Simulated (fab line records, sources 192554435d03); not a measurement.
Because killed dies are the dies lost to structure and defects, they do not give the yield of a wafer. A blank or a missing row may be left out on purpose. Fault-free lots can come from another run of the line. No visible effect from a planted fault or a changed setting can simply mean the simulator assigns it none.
One fault through the eyes of 2 desks    flow n5_finfet    only its own numbers are on each desk; what lay behind them is given at the end

== THE TOOL OWNER'S DESK: ald_hk-02 ==
The tool's own readings at N5_HKMG_FIN_ALD_74 (deposits La2O3, target thk 0.5 nm, pulse time 6 s, co reactant pulse time 1 s): means of the sampled wafers that have a number, for each lot that ran on this tool. Any lot whose mean is over 4 standard deviations away from the usual mean is out of limits and marked OUT; that distance is given in the brackets.
Columns: A = heater_power_w at N5_HKMG_FIN_ALD_74, usual 368 W; B = precursor_pulse_height_rel at N5_HKMG_FIN_ALD_74, usual 1.002
lot   first seen here  A    B
L942  day 4 07:22      359  1.009
L951  day 6 13:11      340  1.001
This desk's verdict: no lot among the 2 shows anything out of limits.

== THE DEFECT DESK ==
For each lot, the counts of the inspections along the route, averaged over the sampled wafers that have a number. Any lot whose mean is over 4 standard deviations away from the usual mean is out of limits and marked OUT; that distance is given in the brackets.
Columns: A = raw_defect_count at N5_SDB_INSPECT_36, usual 35; B = raw_defect_count at N5_DUMMY_REMOVAL_INSPECT_06, usual 11
lot   first seen here  A    B
L942  day 4 06:11      26   9
L951  day 6 12:12      27   11
L960  day 8 17:36      26   9
L962  day 9 04:57      28   8
L963  day 9 15:00      101  13
This desk's verdict: no lot among the 5 shows anything out of limits.

== ALL TOGETHER ==
The desk of the tool owner found nothing out of limits.
Nothing the defect desk looked at was out of limits.

== WHAT THE SIMULATOR HAD PUT IN ==
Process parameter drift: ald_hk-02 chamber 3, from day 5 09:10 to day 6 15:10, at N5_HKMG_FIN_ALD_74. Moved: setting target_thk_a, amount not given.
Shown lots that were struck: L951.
